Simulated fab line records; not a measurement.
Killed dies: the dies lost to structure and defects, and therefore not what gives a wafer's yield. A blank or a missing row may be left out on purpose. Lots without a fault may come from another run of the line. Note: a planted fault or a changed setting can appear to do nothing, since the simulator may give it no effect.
Chamber matching :: flow n5-finfet :: 4 sister chambers for N5_HKMG_FIN_CMP_94 on cmp-01
The step polishes, stops on SiNx, t overpolish 4.7 s, target thk 43.299 nm. 4 wafers are shown with their chamber, then 9 later ones without.

== WAFERS WITH THEIR CHAMBER ==
wafer: L081.6
chamber: 0
motor-current-A (A): 12.2

wafer: L084.6
chamber: 3
motor-current-A (A): 11.8

wafer: L085.4
chamber: 1
motor-current-A (A): 12.2

wafer: L085.5
chamber: 2
motor-current-A (A): 12.5

== WAFERS WHOSE CHAMBER IS MISSING ==
wafer: L086.1
motor-current-A (A): 13.2

wafer: L086.4
motor-current-A (A): 11.9

wafer: L086.6
motor-current-A (A): 12.5

wafer: L094.2
motor-current-A (A): 12.2

wafer: L094.3
motor-current-A (A): 11.7

wafer: L094.6
motor-current-A (A): 12.4

wafer: L095.2
motor-current-A (A): 11.4

wafer: L095.4
motor-current-A (A): 11.4

wafer: L095.5
motor-current-A (A): 11.8

== THE CHAMBER EACH PASSED THROUGH ==
wafer: L086.1
from the rows above: can't be placed: 2 or 0 or 1
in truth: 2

wafer: L086.4
from the rows above: can't be placed: 3 or 0 or 1 or 2
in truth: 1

wafer: L086.6
from the rows above: can't be placed: 2 or 0 or 1
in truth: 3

wafer: L094.2
from the rows above: can't be placed: 0 or 1 or 2 or 3
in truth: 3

wafer: L094.3
from the rows above: can't be placed: 3 or 0 or 1
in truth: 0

wafer: L094.6
from the rows above: can't be placed: 2 or 0 or 1 or 3
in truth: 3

wafer: L095.2
from the rows above: can't be placed: 3 or 0 or 1
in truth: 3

wafer: L095.4
from the rows above: can't be placed: 3 or 0 or 1
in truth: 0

wafer: L095.5
from the rows above: can't be placed: 3 or 0 or 1
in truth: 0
Placed correctly: 0 of 9. From these rows, 9 cannot be placed; in 8 the true chamber is one of the candidates. Placed wrongly: 0.
How it was worked out, from the rows above alone: a wafer's distance from a chamber is the root of the sum, over the readings, of the square of ((its reading less the chamber's mean) divided by the reading's scatter). If the next closest chamber is less than 2 further off than the closest, the wafer can't be placed; otherwise it belongs to the closest. For every chamber, the mean is computed from those of its wafers that are shown. The scatter: root of mean squared gap, hidden wafer to nearest shown wafer, with one shown wafer a chamber.
